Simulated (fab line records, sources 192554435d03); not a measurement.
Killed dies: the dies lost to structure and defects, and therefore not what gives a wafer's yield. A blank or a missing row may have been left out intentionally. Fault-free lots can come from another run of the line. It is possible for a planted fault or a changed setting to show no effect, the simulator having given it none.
Chamber matching + flow n5Finfet + 4 sister chambers for N5_DUMMY_GATE_ETCH_32 on rieSi-01
The step etches SiO2 in CF4, target depth 3.5 nm, time 3.9 s. 8 wafers are shown with their chamber, then 8 later ones without.

== WAFERS PAIRED WITH THEIR CHAMBERS ==
| wafer  | chamber | drypumpMotorCurrentA (A) | throttleValvePct (%) |
|--------|---------|--------------------------|----------------------|
| L076.1 | 2       | 5.5                      | 21.66                |
| L077.2 | 2       | 5.5                      | 21.67                |
| L086.1 | 3       | 5.7                      | 22.19                |
| L086.3 | 0       | 6.7                      | 21.78                |
| L087.3 | 3       | 5.7                      | 22.17                |
| L087.4 | 1       | 5.2                      | 21.93                |
| L087.6 | 1       | 5.2                      | 21.94                |
| L092.1 | 0       | 6.8                      | 21.79                |

== WAFERS WHOSE CHAMBER IS MISSING ==
| wafer  | drypumpMotorCurrentA (A) | throttleValvePct (%) |
|--------|--------------------------|----------------------|
| L092.3 | 5.5                      | 21.67                |
| L092.6 | 5.1                      | 21.95                |
| L093.2 | 5.1                      | 21.94                |
| L093.4 | 5.5                      | 21.67                |
| L093.6 | 5.5                      | 21.67                |
| L096.1 | 5.7                      | 22.17                |
| L096.2 | 6.7                      | 21.81                |
| L096.6 | 6.7                      | 21.81                |

== CHAMBER TAKEN BY EACH ==
| wafer  | from the rows above | in truth |
|--------|---------------------|----------|
| L092.3 | 2                   | 2        |
| L092.6 | 1                   | 1        |
| L093.2 | 1                   | 1        |
| L093.4 | 2                   | 2        |
| L093.6 | 2                   | 2        |
| L096.1 | 3                   | 3        |
| L096.2 | 0                   | 0        |
| L096.6 | 0                   | 0        |
8 of 8 placed correctly. Can't be placed from these rows: 0. 0 placed wrongly.
How it was worked out, from the rows above alone: a wafer's distance from a chamber is the root of the sum, over the readings, of the square of ((its reading less the chamber's mean) divided by the reading's scatter). If the next closest chamber is less than 2 further off than the closest, the wafer can't be placed; otherwise it belongs to the closest. A chamber's mean is the mean of its shown wafers. The scatter: the root of (the sum of the squares of (reading less its chamber's mean) over the shown wafers, divided by (wafers less chambers)).
